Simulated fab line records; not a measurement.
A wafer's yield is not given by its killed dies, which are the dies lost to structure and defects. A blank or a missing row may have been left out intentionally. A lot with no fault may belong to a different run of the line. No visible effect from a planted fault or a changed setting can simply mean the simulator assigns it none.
Lot-split experiment | flow n5-finfet | 21 wafers read from 7 lots, route of 1938 steps

ON THE SPLIT
At N5_BEOL_M2_ETCH_70 (etches SOC in N2/H2, target depth 80 nm, overetch 24 nm, time 130 s), the setting source-w was moved away from the recipe's 840 W on 9 of the 21 wafers read, by -13.0% to +14.1%. All remaining wafers had this setting at the recipe value.

The reading is taken at the split's own step.

THE READING
rf-vpp-V, in V, at N5_BEOL_M2_ETCH_70 (etches SOC in N2/H2, target depth 80 nm, overetch 24 nm, time 130 s). On this fab line, fault-free wafers typically give 524.2 V with a standard deviation of 2.9 V.

wafer  | tool, chamber at the split | source-w as run, W | against the recipe | rf-vpp-V, V | against lot-mates on the recipe
L074.1 | rie-diel-04, 0             | 840                | recipe             | 521.9       | -
L074.4 | rie-diel-04, 1             | 840                | recipe             | 521.5       | -
L074.5 | rie-diel-04, 2             | 840                | recipe             | 524.8       | -
L079.3 | rie-diel-03, 3             | 958.7              | +14.1%             | 503.6       | -17.3
L079.4 | rie-diel-03, 2             | 840                | recipe             | 520.9       | -
L079.5 | rie-diel-03, 1             | 958.7              | +14.1%             | 506.1       | -14.8
L080.1 | rie-diel-04, 3             | 840                | recipe             | 529.1       | -
L080.3 | rie-diel-04, 1             | 840                | recipe             | 521.3       | -
L080.5 | rie-diel-04, 2             | 793                | -5.6%              | 535.0       | +9.8
L082.2 | rie-diel-01, 0             | 772.9              | -8.0%              | 538.4       | +13.4
L082.4 | rie-diel-01, 1             | 840                | recipe             | 525.0       | -
L082.6 | rie-diel-01, 0             | 772.9              | -8.0%              | 538.2       | +13.2
L083.2 | rie-diel-01, 0             | 840                | recipe             | 522.2       | -
L083.4 | rie-diel-01, 1             | 840                | recipe             | 525.9       | -
L083.6 | rie-diel-01, 3             | 840                | recipe             | 524.4       | -
L088.2 | rie-diel-04, 3             | 777.9              | -7.4%              | 542.4       | +17.7
L088.3 | rie-diel-04, 0             | 777.9              | -7.4%              | 536.5       | +11.8
L088.4 | rie-diel-04, 2             | 840                | recipe             | 524.7       | -
L095.2 | rie-diel-03, 2             | 840                | recipe             | 520.0       | -
L095.3 | rie-diel-03, 0             | 731                | -13.0%             | 545.0       | +25.0
L095.6 | rie-diel-03, 2             | 731                | -13.0%             | 545.8       | +25.8

FIT RESULTS
A straight line over all 21 wafers: rf-vpp-V changes by -1.58 V for each +1% of source-w; r = -0.97; the points scatter about the line by 2.8 V.
The same after taking each lot's own level away (the mean of its wafers on the recipe; 21 wafers): -1.54 V for each +1%; r = -0.97; scatter 3 V.
Per that fit: largest source-w move, reading shift of 22 V.
From 520.00 to 525.20 V: that is the span of the lots' own levels, equal to 1.8 times the standard deviation above.
The two slopes are in agreement: the lot-to-lot level therefore moves the slope only a little.
Check: with one of the wafers moved furthest among these (+14.1%) left out of the fit, the line predicts -21.5 V for it against its lot-mates. It came out at -17.3 V against them.
Tool readings at the split's step, against how far the setting was moved: rf-vpp-V r = -0.97.

THESE WAFERS: OTHER SPLITS
Before the reading, these wafers also passed through other splits. Each is held against what the fit with the lots' levels taken away leaves over:
other split on the same wafers | wafers away from the commonest value | r with rf-vpp-V (lot level and that fit taken away)
N5_BEOL_M2_COAT_62 spin-rpm    | 3                                    | -0.30
N5_BEOL_M2_DESCUM_33 time-s    | 8                                    | +0.14

THE FILE'S OWN FIT
rf-vpp-V changes by -1.59 V for each +1% of source-w, r = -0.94.
